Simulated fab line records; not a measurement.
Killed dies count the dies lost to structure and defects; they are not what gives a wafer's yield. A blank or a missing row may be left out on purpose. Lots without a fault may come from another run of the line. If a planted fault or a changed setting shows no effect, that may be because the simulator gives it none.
One fault through the eyes of 2 desks    flow nand_harc    each desk holds nothing but its own numbers, with what lay behind them at the end

== THE TOOL OWNER'S DESK: rie_diel-12 ==
The tool's own readings at NHARC_A_CONTACT_ETCH_97 (etches the open film in C4F6/O2, target depth 20 nm, time 10 s): means of the sampled wafers that have a number, for each lot that ran on this tool. Marked OUT: a lot whose mean sits more than 4 standard deviations from the usual mean, which makes it out of limits; the brackets give that distance.
Columns: A = drypump_motor_current_A at NHARC_A_CONTACT_ETCH_97, usual 5.7 A; B = oes_product_au at NHARC_A_CONTACT_ETCH_97, usual 0.952 a.u.; C = rf_vpp_V at NHARC_A_CONTACT_ETCH_97, usual 548 V; D = showerhead_plenum_p_Torr at NHARC_A_CONTACT_ETCH_97, usual 4.00 Torr; E = throttle_valve_pct at NHARC_A_CONTACT_ETCH_97, usual 26.902 %
lot   first seen here  A    B      C    D     E
L416  day 17 12:14     5.4  0.946  552  4.15  26.905
L427  day 20 21:33     5.0  0.957  551  4.20  26.905
L430  day 21 10:56     5.3  0.955  552  4.18  26.899
This desk's verdict: no lot among the 3 shows anything out of limits.

== FROM THE METROLOGY DESK ==
Lot by lot, what the gauges showed, no matter which tool ran the lot: averages of those sampled wafers that carry a number. Marked OUT: a lot whose mean sits more than 4 standard deviations from the usual mean, which makes it out of limits; the brackets give that distance.
Columns: A = thk_nm at NHARC_A_BONDPAD_THK_MEAS_20, usual 169.8 nm
lot   first seen here  A
L412  day 18 08:30     171.1
L417  day 18 11:34     168.1
L416  day 18 14:10     170.9
L418  day 18 22:27     170.5
L420  day 20 02:26     168.0
L422  day 20 12:06     170.2
L427  day 22 03:17     170.7
L431  day 22 07:43     170.3
L430  day 22 23:06     168.5
L432  day 22 23:23     170.7
L434  day 22 23:33     170.6
L435  day 24 01:15     167.8
This desk's verdict: no lot among the 12 shows anything out of limits.

== TAKEN TOGETHER ==
Nothing out of limits was seen by the tool owner's desk.
From the metrology desk's view, nothing was out of limits.

== WHAT WAS PUT IN BY THE SIMULATOR ==
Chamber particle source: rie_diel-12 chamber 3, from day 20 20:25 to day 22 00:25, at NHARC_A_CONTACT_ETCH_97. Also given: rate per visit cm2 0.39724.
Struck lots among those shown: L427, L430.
